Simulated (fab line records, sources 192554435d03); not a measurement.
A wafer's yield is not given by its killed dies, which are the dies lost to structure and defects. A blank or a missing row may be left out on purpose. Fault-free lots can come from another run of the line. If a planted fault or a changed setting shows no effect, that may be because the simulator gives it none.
fab line records	flow n5Finfet
[record] lots = 7	wafers = 21
route steps=1938 shown BEOL_M9@1446 BEOL_M10@1513 BEOL_M11@1560 BEOL_M13@1662 BEOL_M14@1751
startH: start of the lot's first displayed wafer, in hours after the record's first day	waitH: time in hours since the lot's previous step	" as in the row above	L1.1+2: a row that stands for several wafers	- no value, or no start was given	* or withheld: withheld	< > ~ a bound
route shown NAME@n: NAME is a module with steps in the file, n the number in the route of the first one	usual: the fault-free wafers' mean and standard deviation	same: alike in all rows	chamber/n: place in a boat	sites: each site's reading	_std_site: their standard deviation	_edge_site: inner sites' mean taken away from outer sites' mean	radiusMm: how far each site lies from the wafer's centre	mask NAME#n: copy n	behind: the last tool/chamber to shape the wafer	hold: cause of the lot's hold/its duration in hours/its outcome	device: the n, p or np transistor that did not switch	end of line: tests run on the same wafers once the route is complete	step lacking rows: just its recipe	killed: count of dies lost to structure and defects at first sort (not the wafer's yield)	map: per-die view of a wafer (x killed, . not killed, _ where there is no die)
set.NAME: the setting that was run; set.NAME@STEP: the one run at that earlier step	model.NAME: the simulator's own value behind a step, which no gauge read
lots run with intentionally changed settings; tables by step, rows by wafer
[[steps]]
[step N5_BEOL_M9_TRENCH_ETCH_37]
[recipe] chemistry = C4F6/O2	targetDepthA = 1514.3	target = SiCOH_lowk	timeS = 49	ionEnergyEv = 250	pressureMtorr = 30	sourceW = 345	biasW = 185	Ar_flow_sccm = 300	C4F6_flow_sccm = 10	O2_flow_sccm = 10
[usual] rfVppV = 669/6.8
lot.wafer	tool	chamber	startH	waitH	set.biasW	rfVppV	model.etch.depthNm	model.BEOL_M9.featureDepthNm
L074.3	rieDiel-02	1	-	-	152.7	573	144.4	144.4
L074.4	"	0	"	"	185	671	151.3	151.2
L074.6	"	2	"	"	152.7	585	146.3	146.2
L075.2	rieDiel-02	2	-	-	185	682	155.9	155.8
L075.3	"	1	"	"	185	669	153	153
L075.5	"	3	"	"	185	669	154.4	154.4
L083.2	rieDiel-05	1	-	-	185	657	148.5	148.6
L083.3	"	3	"	"	185	671	148.1	148.2
L083.4	"	2	"	"	185	667	149	149
L088.2	rieDiel-06	3	-	-	185	663	148.3	148.2
L088.3	"	2	"	"	185	660	151.3	151.2
L088.5	"	2	"	"	185	662	151.4	151.4
L091.3	rieDiel-05	3	-	-	203.2	721	151.4	151.4
L091.4	"	2	"	"	203.2	719	153.5	153.4
L091.5	"	1	"	"	185	656	148	148
L096.1	rieDiel-02	0	-	-	185	670	150.1	150
L096.2	"	1	"	"	175.1	639	149.2	149.2
L096.3	"	3	"	"	175.1	640	149.4	149.4
L097.2	rieDiel-05	3	-	-	205.5	728	152	152
L097.3	"	0	"	"	185	669	146.8	146.8
L097.4	"	1	"	"	205.5	713	154.1	154.2
[step N5_BEOL_M9_ETCH_41]
[recipe] chemistry = CH3F/O2	target = SiCN	targetDepthA = 366	taperDeg = 2	timeS = 70.1	ionEnergyEv = 120	maskMaterial = TiN	pressureMtorr = 30	sourceW = 395	biasW = 75	Ar_flow_sccm = 150	CH3F_flow_sccm = 30	O2_flow_sccm = 20
[step N5_BEOL_M9_STRIP_80]
[recipe] chemistry = N2/H2	timeS = 10	powerW = 450	tempC = 40	pressureMtorr = 20	rfFrequencyHz = 6e+07	biasPowerW = 7	n2FlowSccm = 200	h2FlowSccm = 200
[step N5_BEOL_M9_OCD_MEAS_38]
[usual] trenchDepthNm = 150.8/2.5
lot.wafer	tool	chamber	startH	waitH	set.biasW@BEOL_M9_TRENCH_ETCH_37	trenchDepthNm
L074.3	ocd-02	-	247.04	-	152.7	144.3
L074.4	"	-	"	"	185	151.4
L074.6	"	-	"	"	152.7	146.5
L075.2	ocd-01	-	254.55	-	185	155.7
L075.3	"	-	"	"	185	153.0
L075.5	"	-	"	"	185	154.3
L083.2	ocd-02	-	300.53	-	185	148.7
L083.3	"	-	"	"	185	148.2
L083.4	"	-	"	"	185	148.5
L088.2	ocd-02	-	340.31	-	185	148.1
L088.3	"	-	"	"	185	150.6
L088.5	"	-	"	"	185	151.7
L091.3	ocd-01	-	344.12	-	203.2	151.2
L091.4	"	-	"	"	203.2	153.6
L091.5	"	-	"	"	185	148.1
L096.1	ocd-02	-	385.99	-	185	149.7
L096.2	"	-	"	"	175.1	148.9
L096.3	"	-	"	"	175.1	149.2
L097.2	ocd-01	-	400.54	-	205.5	152.3
L097.3	"	-	"	"	185	147.2
L097.4	"	-	"	"	205.5	153.7
[step N5_BEOL_M10_ETCH_41]
[recipe] chemistry = CH3F/O2	target = SiCN	targetDepthA = 426	taperDeg = 2	timeS = 86	ionEnergyEv = 120	maskMaterial = TiN	pressureMtorr = 30	sourceW = 395	biasW = 75	Ar_flow_sccm = 150	CH3F_flow_sccm = 30	O2_flow_sccm = 20
[usual] rfVppV = 298.0/1.7
lot.wafer	tool	chamber	startH	waitH	set.sourceW	rfVppV	model.etch.depthNm
L074.3	rieDiel-03	2	-	-	417.1	289.9	33.12
L074.4	"	1	"	"	395	298.1	33.31
L074.6	"	1	"	"	395	299.3	33.34
L075.2	rieDiel-04	1	-	-	352.3	310.1	31.02
L075.3	"	3	"	"	395	299.6	33.55
L075.5	"	3	"	"	395	300.1	33.67
L083.2	rieDiel-04	0	-	-	395	295.2	32.9
L083.3	"	2	"	"	395	297.5	32.73
L083.4	"	2	"	"	420.2	292.8	33.48
L088.2	rieDiel-01	2	-	-	395	297.9	32.6
L088.3	"	3	"	"	395	296.2	32.88
L088.5	"	3	"	"	395	295.5	32.88
L091.3	rieDiel-01	1	-	-	395	298.4	32.95
L091.4	"	0	"	"	347.3	310.7	30.72
L091.5	"	0	"	"	347.3	310.0	30.92
L096.1	rieDiel-03	1	-	-	448.8	286.2	34.74
L096.2	"	2	"	"	395	298.8	33.56
L096.3	"	0	"	"	395	297.7	32.84
L097.2	rieDiel-01	3	-	-	432.2	287.3	33.7
L097.3	"	1	"	"	395	298.9	32.23
L097.4	"	0	"	"	395	296.9	32.33
[step N5_BEOL_M11_COAT_63]
[recipe] resist = SOC	tempC = 250	timeS = 60	spinRpm = 1500	resistThkNm = 100
lot.wafer	tool	chamber	startH	waitH	set.spinRpm	model.SOC_of_BEOL_M11_COAT_63.thkNm
L074.3	lithoTrack-02	0	267.01	1.3	1500	100.6
L074.4	"	0	"	"	1500	100.4
L074.6	"	0	"	"	1500	100.2
L075.2+3	lithoTrack-03	0	281.56	6.1	1500	100
L075.5	"	0	"	"	1500	100.2
L083.2	lithoTrack-01	0	314.97	0.1	1500	100.6
L083.3+4	"	0	"	"	1500	100.2
L088.2	lithoTrack-02	0	355.20	2.5	1500	100.4
L088.3	"	0	"	"	1500	100.6
L088.5	"	0	"	"	1500	100
L091.3	lithoTrack-03	0	365.83	0.8	1500	100.2
L091.4	"	0	"	"	1583	97.6
L091.5	"	0	"	"	1500	100
L096.1+2+3	lithoTrack-01	0	402.87	0.5	1500	100.2
L097.2	lithoTrack-03	0	422.50	1.1	1500	100
L097.3	"	0	"	"	1604	96.6
L097.4	"	0	"	"	1604	97
[step N5_BEOL_M11_COAT_22]
[recipe] resist = CAR-ArF	spinRpm = 1500	resistThkNm = 90
lot.wafer	tool	chamber	startH	waitH	set.spinRpm	model.CAR-ArF_of_BEOL_M11_COAT_22.thkNm
L074.3	lithoTrack-02	0	-	-	1592	87.6
L074.4	"	0	"	"	1592	87.8
L074.6	"	0	"	"	1500	90.2
L075.2	lithoTrack-03	0	-	-	1500	89.8
L075.3	"	0	"	"	1426	92
L075.5	"	0	"	"	1426	92.2
L083.2	lithoTrack-01	0	-	-	1500	90.4
L083.3+4	"	0	"	"	1500	90.6
L088.2	lithoTrack-02	0	-	-	1500	90.6
L088.3+5	"	0	"	"	1500	90.4
L091.3+4	lithoTrack-03	0	-	-	1500	89.8
L091.5	"	0	"	"	1437	91.8
L096.1	lithoTrack-01	0	-	-	1372	93.8
L096.2	"	0	"	"	1372	94
L096.3	"	0	"	"	1500	89.6
L097.2	lithoTrack-03	0	-	-	1447	91.8
L097.3	"	0	"	"	1447	91.4
L097.4	"	0	"	"	1500	90.2
[step N5_BEOL_M11_EBR_24]
[recipe] solvent = PGMEA	ebrWidthMm = 1.5
[step N5_BEOL_M11_SOFTBAKE_23]
[recipe] tempC = 110	timeS = 60	resist = CAR-ArF
[step N5_BEOL_M11_EXPOSE_25]
[recipe] maskId = V10	na = 1.35	sourceShape = annular	sigmaInner = 0.5	sigmaOuter = 0.8	polarization = unpolarized	doseMj = 85.5
[step N5_BEOL_M11_PEB_26]
[recipe] pebTempC = withheld	pebTimeS = 60	resist = CAR-ArF
[step N5_BEOL_M11_DEVELOP_27]
[recipe] developTimeS = 30	developer = TMAH	resist = CAR-ArF	rinseLiquid = diw	dry = airSpin	devTempC = 23
lot.wafer	tool	chamber	startH	waitH	set.spinRpm@BEOL_M11_COAT_22	model.CAR-ArF_of_BEOL_M11_COAT_22.thkNm
L074.3	lithoTrack-03	0	-	-	1592	86
L074.4	"	0	"	"	1592	86.2
L074.6	"	0	"	"	1500	88.6
L075.2	lithoTrack-02	0	-	-	1500	88.2
L075.3+5	"	0	"	"	1426	90.4
L083.2+4	lithoTrack-01	0	-	-	1500	88.8
L083.3	"	0	"	"	1500	89
L088.2+5	lithoTrack-02	0	-	-	1500	88.8
L088.3	"	0	"	"	1500	88.6
L091.3+4	lithoTrack-02	0	-	-	1500	88.2
L091.5	"	0	"	"	1437	90
L096.1+2	lithoTrack-03	0	-	-	1372	92.2
L096.3	"	0	"	"	1500	88
L097.2	lithoTrack-01	0	-	-	1447	90.2
L097.3	"	0	"	"	1447	89.6
L097.4	"	0	"	"	1500	88.4
[step N5_BEOL_M11_DESCUM_33]
[recipe] chemistry = O2	timeS = 7.9	sourcePowerW = 50	biasPowerW = 20	pressureMtorr = 20	rfFrequencyHz = 2.712e+07	tempC = 40	resist = CAR-ArF	o2FlowSccm = 225
lot.wafer	tool	chamber	startH	waitH	set.spinRpm@BEOL_M11_COAT_22	model.CAR-ArF_of_BEOL_M11_COAT_22.thkNm
L074.3+4	rieDiel-05	0,3	267.48	0.0	1592	81.2
L074.6	"	0	"	"	1500	83.8
L075.2	rieDiel-02	3	281.90	0.0	1500	83.2
L075.3+5	"	2,3	"	"	1426	85.6
L083.2+4	rieDiel-06	1,3	315.44	0.0	1500	84
L083.3	"	2	"	"	1500	84.2
L088.2+5	rieDiel-02	3,1	355.54	0.0	1500	84
L088.3	"	0	"	"	1500	83.8
L091.3+4	rieDiel-06	2,1	366.52	0.0	1500	83.4
L091.5	"	2	"	"	1437	85.2
L096.1+2	rieDiel-06	3,0	403.33	0.0	1372	87.4
L096.3	"	2	"	"	1500	83.2
L097.2	rieDiel-02	2	422.96	0.0	1447	85.2
L097.3	"	1	"	"	1447	84.8
L097.4	"	0	"	"	1500	83.6
[step N5_BEOL_M11_ETCH_65]
[recipe] chemistry = CF4	target = SiARC	targetDepthA = 390	maskMaterial = CAR-ArF	timeS = 65	ionEnergyEv = 80	pressureMtorr = 40	sourceW = 545	biasW = 36	Ar_flow_sccm = 100	cf4FlowSccm = 100	ends = cleared
[step N5_BEOL_M11_ETCH_66]
[recipe] chemistry = N2/H2	target = SOC	targetDepthA = 1200	overetchA = 240	maskMaterial = SiARC	tempC = 40	timeS = 180	ionEnergyEv = 200	pressureMtorr = 30	sourceW = 840	biasW = 150	n2FlowSccm = 200	h2FlowSccm = 200
lot.wafer	tool	chamber	startH	waitH	set.spinRpm@BEOL_M11_COAT_63	model.etch.depthNm
L074.3	rieDiel-05	0	267.56	0.0	1500	100.5
L074.4	"	3	"	"	1500	100.3
L074.6	"	0	"	"	1500	100.2
L075.2	rieDiel-02	3	281.99	0.0	1500	100
L075.3	"	2	"	"	1500	100.1
L075.5	"	3	"	"	1500	100.3
L083.2	rieDiel-06	1	315.53	0.0	1500	100.6
L083.3	"	2	"	"	1500	100.1
L083.4	"	3	"	"	1500	100.2
L088.2	rieDiel-02	3	355.62	0.0	1500	100.4
L088.3	"	0	"	"	1500	100.7
L088.5	"	1	"	"	1500	100.1
L091.3+5	rieDiel-06	2	366.60	0.0	1500	100.1
L091.4	"	1	"	"	1583	97.62
L096.1+2+3	rieDiel-06	3,0,2	403.41	0.0	1500	100.2
L097.2	rieDiel-02	2	423.04	0.0	1500	100
L097.3	"	1	"	"	1604	96.62
L097.4	"	0	"	"	1604	96.93
[step N5_BEOL_M11_STRIP_69]
[recipe] chemistry = N2/H2	tempC = 40	n2FlowSccm = 200	h2FlowSccm = 200	rfFrequencyHz = 6e+07
[step N5_BEOL_M11_VIA_ETCH_34]
[recipe] chemistry = C4F6/O2	target = SiCOH_lowk	targetDepthA = 1845	maskMaterial = SOC	taperDeg = 4	timeS = 69.2	ionEnergyEv = 250	pressureMtorr = 30	sourceW = 345	biasW = 185	Ar_flow_sccm = 300	C4F6_flow_sccm = 10	O2_flow_sccm = 10
lot.wafer	tool	chamber	startH	waitH	set.spinRpm@BEOL_M11_COAT_63	model.SOC_of_BEOL_M11_COAT_63.thkNm
L074.3	rieDiel-05	0	267.69	0.0	1500	92.6
L074.4+6	"	3,0	"	"	1500	92.4
L075.2+3	rieDiel-02	3,2	282.11	0.0	1500	91.8
L075.5	"	3	"	"	1500	92.2
L083.2	rieDiel-06	1	315.65	0.0	1500	92.6
L083.3+4	"	2,3	"	"	1500	92.2
L088.2	rieDiel-02	3	355.75	0.0	1500	92.4
L088.3	"	0	"	"	1500	92.8
L088.5	"	1	"	"	1500	92
L091.3+5	rieDiel-06	2	366.73	0.0	1500	92
L091.4	"	1	"	"	1583	89.4
L096.1+3	rieDiel-06	3,2	403.54	0.0	1500	92.2
L096.2	"	0	"	"	1500	92
L097.2	rieDiel-02	2	423.17	0.0	1500	92
L097.3	"	1	"	"	1604	88.6
L097.4	"	0	"	"	1604	89
[step N5_BEOL_M13_COAT_04]
[recipe] spinRpm = 1625	resistThkNm = 400
lot.wafer	tool	chamber	startH	waitH	set.spinRpm	model.coat_of_BEOL_M13_COAT_04.thkNm
L074.3	lithoTrack-05	0	-	-	1625	402.2
L074.4	"	0	"	"	1625	401.8
L074.6	"	0	"	"	1484	421.2
L075.2	lithoTrack-01	0	-	-	1709	390.6
L075.3	"	0	"	"	1625	399
L075.5	"	0	"	"	1625	400
L083.2	lithoTrack-05	0	-	-	1768	384.4
L083.3	"	0	"	"	1768	383.4
L083.4	"	0	"	"	1625	400.8
L088.2	lithoTrack-05	0	-	-	1625	401.2
L088.3	"	0	"	"	1625	400
L088.5	"	0	"	"	1625	401.6
L091.3	lithoTrack-05	0	-	-	1625	402.6
L091.4	"	0	"	"	1625	403.2
L091.5	"	0	"	"	1625	403.4
L096.1	lithoTrack-03	0	-	-	1495	417.2
L096.2	"	0	"	"	1495	415.8
L096.3	"	0	"	"	1625	398.4
L097.2+3	lithoTrack-01	0	-	-	1498	417.4
L097.4	"	0	"	"	1625	399.8
[step N5_BEOL_M13_ETCH_59]
[recipe] chemistry = N2/H2	target = BARC	targetDepthA = 890	overetchA = 267	timeS = 67.9	ionEnergyEv = 200	pressureMtorr = 30	sourceW = 840	biasW = 150	n2FlowSccm = 200	h2FlowSccm = 200
[usual] rfVppV = 523.1/2.1
lot.wafer	tool	chamber	startH	waitH	set.biasW	set.spinRpm@BEOL_M13_COAT_04	rfVppV	model.coat_of_BEOL_M13_COAT_04.thkNm
L074.3	rieDiel-06	2	277.03	0.0	150	1625	521.8	319.6
L074.4	"	2	"	"	150	1625	522.9	319.4
L074.6	"	1	"	"	172.5	1484	569.9	336.4
L075.2	rieDiel-05	0	293.79	0.0	150	1709	526.6	309.2
L075.3	"	1	"	"	126.5	1625	470.7	320
L075.5	"	1	"	"	150	1625	522.2	317.6
L083.2	rieDiel-02	3	324.73	0.0	165.2	1768	553.8	299.8
L083.3	"	0	"	"	165.2	1768	556.3	300.6
L083.4	"	1	"	"	150	1625	526.2	319
L088.2	rieDiel-05	3	364.38	0.0	150	1625	526.3	321
L088.3	"	0	"	"	150	1625	527.1	319.2
L088.5	"	3	"	"	150	1625	526.3	320.8
L091.3	rieDiel-02	2	376.31	0.0	150	1625	523.5	319.6
L091.4	"	1	"	"	156.8	1625	541.6	319.8
L091.5	"	3	"	"	150	1625	520.0	321.4
L096.1	rieDiel-02	1	413.82	0.0	150	1495	527.7	334.6
L096.2	"	0	"	"	150	1495	524.1	333.8
L096.3	"	2	"	"	150	1625	525.3	315.4
L097.2	rieDiel-02	0	432.46	0.0	150	1498	525.1	335.4
L097.3	"	3	"	"	150	1498	519.6	334.6
L097.4	"	2	"	"	150	1625	523.8	316.4
[step N5_BEOL_M13_VIA_ETCH_16]
[recipe] chemistry = C4F8/O2/Ar	target = SiOC	pressureMtorr = 30	sourceW = 3000	biasW = 700	Ar_flow_sccm = 400	C4F8_flow_sccm = 15	O2_flow_sccm = 8	heInnerTorr = 15	heOuterTorr = 30	targetDepthA = 9217	timeS = withheld	ionEnergyEv = 250	ends = cleared
lot.wafer	tool	chamber	startH	waitH	set.spinRpm@BEOL_M13_COAT_04	model.coat_of_BEOL_M13_COAT_04.thkNm
L074.3	rieDiel-06	2	277.08	0.0	1625	71
L074.4	"	2	"	"	1625	68.2
L074.6	"	1	"	"	1484	85.2
L075.2	rieDiel-05	0	293.84	0.0	1709	66.6
L075.3	"	1	"	"	1625	75.2
L075.5	"	1	"	"	1625	71
L083.2	rieDiel-02	3	324.78	0.0	1768	53.8
L083.3	"	0	"	"	1768	56.2
L083.4	"	1	"	"	1625	70
L088.2	rieDiel-05	3	364.43	0.0	1625	76.6
L088.3+5	"	0,3	"	"	1625	73.8
L091.3+4	rieDiel-02	2,1	376.37	0.0	1625	77.6
L091.5	"	3	"	"	1625	76.6
L096.1	rieDiel-02	1	413.87	0.0	1495	89.2
L096.2	"	0	"	"	1495	88.8
L096.3	"	2	"	"	1625	69
L097.2	rieDiel-02	0	432.51	0.0	1498	88.4
L097.3	"	3	"	"	1498	85.2
L097.4	"	2	"	"	1625	68.4
[step N5_BEOL_M13_STRIP_63]
[recipe] chemistry = N2/H2	powerW = 1000	tempC = 250	h2Frac = 0.65	overashFraction = 0.3	pressureMtorr = 1000	n2FlowSccm = 1750	h2FlowSccm = 3250
[usual] stripTimeToEndpointS = 27.9/0.97
lot.wafer	tool	chamber	startH	waitH	set.spinRpm@BEOL_M13_COAT_04	stripTimeToEndpointS
L074.3	plasmaAsher-02	0	277.33	-	1625	27.9
L074.4	"	1	"	"	1625	27.1
L074.6	"	1	"	"	1484	32.1
L075.2	plasmaAsher-01	1	294.08	-	1709	26.7
L075.3	"	1	"	"	1625	29.2
L075.5	"	1	"	"	1625	28.0
L083.2	plasmaAsher-02	1	325.02	-	1768	22.8
L083.3	"	1	"	"	1768	23.5
L083.4	"	0	"	"	1625	27.6
L088.2	plasmaAsher-02	1	364.67	-	1625	29.6
L088.3	"	1	"	"	1625	28.8
L088.5	"	0	"	"	1625	28.8
L091.3	plasmaAsher-02	0	376.62	-	1625	29.9
L091.4	"	1	"	"	1625	29.9
L091.5	"	1	"	"	1625	29.6
L096.1	plasmaAsher-01	0	414.11	-	1495	33.2
L096.2	"	1	"	"	1495	33.1
L096.3	"	0	"	"	1625	27.4
L097.2	plasmaAsher-01	1	432.75	-	1498	33.0
L097.3	"	0	"	"	1498	32.1
L097.4	"	1	"	"	1625	27.2
[step N5_BEOL_M13_SPUTTER_43]
[recipe] material = TaN	targetThkA = 150	tempC = 50	biasV = 168.6	powerW = 15000	chamberPressurePa = 0.12	timeS = 24.19
lot.wafer	tool	chamber	startH	waitH	set.timeS	model.TaN_of_BEOL_M13_SPUTTER_43.thkNm
L074.3+6	pvdSputter-02	-	282.98	0.0	24.19	14.8
L074.4	"	-	"	"	26.57	16.2
L075.2	pvdSputter-03	-	296.03	0.0	24.19	15
L075.3	"	-	"	"	24.19	14.8
L075.5	"	-	"	"	27.32	16.8
L083.2	pvdSputter-01	-	332.15	0.0	24.19	14.8
L083.3	"	-	"	"	27.5	16.8
L083.4	"	-	"	"	27.5	17.2
L088.2+5	pvdSputter-03	-	367.99	0.0	24.19	15
L088.3	"	-	"	"	24.19	14.8
L091.3	pvdSputter-01	-	380.29	0.0	21.07	13.2
L091.4	"	-	"	"	21.07	12.8
L091.5	"	-	"	"	24.19	15
L096.1	pvdSputter-01	-	415.90	0.0	24.19	14.8
L096.2+3	"	-	"	"	26.57	16.4
L097.2	pvdSputter-01	-	437.51	0.0	24.19	14.8
L097.3	"	-	"	"	27.34	16.6
L097.4	"	-	"	"	27.34	16.8
[step N5_BEOL_M14_ETCH_68]
[recipe] chemistry = N2/H2	target = SOC	maskMaterial = SiARC	sourceW = 3000	biasW = 350	tempC = 40	timeS = 450	ionEnergyEv = 200	pressureMtorr = 30	n2FlowSccm = 200	h2FlowSccm = 200
lot.wafer	tool	chamber	startH	waitH	set.timeS	model.SiARC_of_BEOL_M14_COAT_66.thkNm
L074.3	rieDiel-03	3	286.19	0.1	450	65.4
L074.4	"	2	"	"	450	65.6
L074.6	"	0	"	"	450	64.8
L075.2	rieDiel-04	0	299.81	0.1	450	65.4
L075.3	"	3	"	"	450	63.8
L075.5	"	2	"	"	407.2	69
L083.2	rieDiel-04	2	335.67	0.1	450	65
L083.3	"	1	"	"	349.7	75.4
L083.4	"	3	"	"	349.7	74.4
L088.2+5	rieDiel-04	1	371.54	0.1	450	66
L088.3	"	0	"	"	450	65.6
L091.3	rieDiel-04	3	384.13	0.1	512.5	57.8
L091.4	"	2	"	"	450	65.2
L091.5	"	2	"	"	450	64.6
L096.1	rieDiel-01	3	418.92	0.1	375	72
L096.2	"	0	"	"	450	65.4
L096.3	"	2	"	"	375	72.4
L097.2	rieDiel-04	2	441.30	0.1	450	64.8
L097.3	"	0	"	"	450	65.2
L097.4	"	1	"	"	450	65
[step N5_BEOL_M14_SPUTTER_43]
[recipe] material = TaN	targetThkA = 150	tempC = 50	biasV = 168.6	powerW = 15000	chamberPressurePa = 0.12	timeS = 24.19
lot.wafer	tool	chamber	startH	waitH	set.powerW	model.TaN_of_BEOL_M14_SPUTTER_43.thkNm
L074.3	pvdSputter-03	-	290.72	0.0	12470	12.6
L074.4+6	"	-	"	"	15000	15.2
L075.2+5	pvdSputter-03	-	300.66	0.0	13690	13.8
L075.3	"	-	"	"	15000	15.2
L083.2+4	pvdSputter-01	-	336.70	0.0	15000	14.8
L083.3	"	-	"	"	16810	16.6
L088.2+5	pvdSputter-01	-	375.92	0.0	15000	15
L088.3	"	-	"	"	15000	14.8
L091.3	pvdSputter-03	-	391.64	0.0	15000	15
L091.4	"	-	"	"	12650	12.6
L091.5	"	-	"	"	12650	12.8
L096.1	pvdSputter-03	-	420.83	0.0	15000	15
L096.2	"	-	"	"	15000	14.8
L096.3	"	-	"	"	13330	13.2
L097.2+3	pvdSputter-03	-	443.40	0.0	15000	14.8
L097.4	"	-	"	"	15000	15
[[key]]
[split] step = N5_BEOL_M9_TRENCH_ETCH_37	setting = biasW	stated = 185	by = wafer
[response] step = N5_BEOL_M9_TRENCH_ETCH_37	reading = rfVppV	change = +5.37	per = 1%	r = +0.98
[response] step = N5_BEOL_M9_TRENCH_ETCH_37	reading = model.etch.depthNm	change = +0.399	per = 1%	r = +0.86
[response] step = N5_BEOL_M9_TRENCH_ETCH_37	reading = model.BEOL_M9.featureDepthNm	change = +0.398	per = 1%	r = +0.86
[response] step = N5_BEOL_M9_OCD_MEAS_38	reading = trenchDepthNm	change = +0.389	per = 1%	r = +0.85
[split] step = N5_BEOL_M10_ETCH_41	setting = sourceW	stated = 395	by = wafer
[response] step = N5_BEOL_M10_ETCH_41	reading = rfVppV	change = -0.97	per = 1%	r = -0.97
[response] step = N5_BEOL_M10_ETCH_41	reading = model.etch.depthNm	change = +0.15	per = 1%	r = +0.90
[split] step = N5_BEOL_M11_COAT_63	setting = spinRpm	stated = 1500	by = wafer
[response] step = N5_BEOL_M11_COAT_63	reading = model.SOC_of_BEOL_M11_COAT_63.thkNm	change = -0.458	per = 1%	r = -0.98
[response] step = N5_BEOL_M11_ETCH_66	reading = model.etch.depthNm	change = -0.458	per = 1%	r = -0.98
[response] step = N5_BEOL_M11_VIA_ETCH_34	reading = model.SOC_of_BEOL_M11_COAT_63.thkNm	change = -0.465	per = 1%	r = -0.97
[split] step = N5_BEOL_M11_COAT_22	setting = spinRpm	stated = 1500	by = wafer
[response] step = N5_BEOL_M11_COAT_22	reading = model.CAR-ArF_of_BEOL_M11_COAT_22.thkNm	change = -0.465	per = 1%	r = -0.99
[response] step = N5_BEOL_M11_DEVELOP_27	reading = model.CAR-ArF_of_BEOL_M11_COAT_22.thkNm	change = -0.454	per = 1%	r = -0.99
[response] step = N5_BEOL_M11_DESCUM_33	reading = model.CAR-ArF_of_BEOL_M11_COAT_22.thkNm	change = -0.462	per = 1%	r = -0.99
[split] step = N5_BEOL_M13_COAT_04	setting = spinRpm	stated = 1625	by = wafer
[response] step = N5_BEOL_M13_COAT_04	reading = model.coat_of_BEOL_M13_COAT_04.thkNm	change = -2.11	per = 1%	r = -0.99
[response] step = N5_BEOL_M13_ETCH_59	reading = model.coat_of_BEOL_M13_COAT_04.thkNm	change = -2.16	per = 1%	r = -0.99
[response] step = N5_BEOL_M13_VIA_ETCH_16	reading = model.coat_of_BEOL_M13_COAT_04.thkNm	change = -1.99	per = 1%	r = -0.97
[response] step = N5_BEOL_M13_STRIP_63	reading = stripTimeToEndpointS	change = *	per = 1%	r = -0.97
[split] step = N5_BEOL_M13_ETCH_59	setting = biasW	stated = 150	by = wafer
[response] step = N5_BEOL_M13_ETCH_59	reading = rfVppV	change = +3.26	per = 1%	r = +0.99
[split] step = N5_BEOL_M13_SPUTTER_43	setting = timeS	stated = 24.19	by = wafer
[response] step = N5_BEOL_M13_SPUTTER_43	reading = model.TaN_of_BEOL_M13_SPUTTER_43.thkNm	change = +0.152	per = 1%	r = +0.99
[split] step = N5_BEOL_M14_ETCH_68	setting = timeS	stated = 450	by = wafer
[response] step = N5_BEOL_M14_ETCH_68	reading = model.SiARC_of_BEOL_M14_COAT_66.thkNm	change = -0.448	per = 1%	r = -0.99
[split] step = N5_BEOL_M14_SPUTTER_43	setting = powerW	stated = 15000	by = wafer
[response] step = N5_BEOL_M14_SPUTTER_43	reading = model.TaN_of_BEOL_M14_SPUTTER_43.thkNm	change = +0.152	per = 1%	r = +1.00
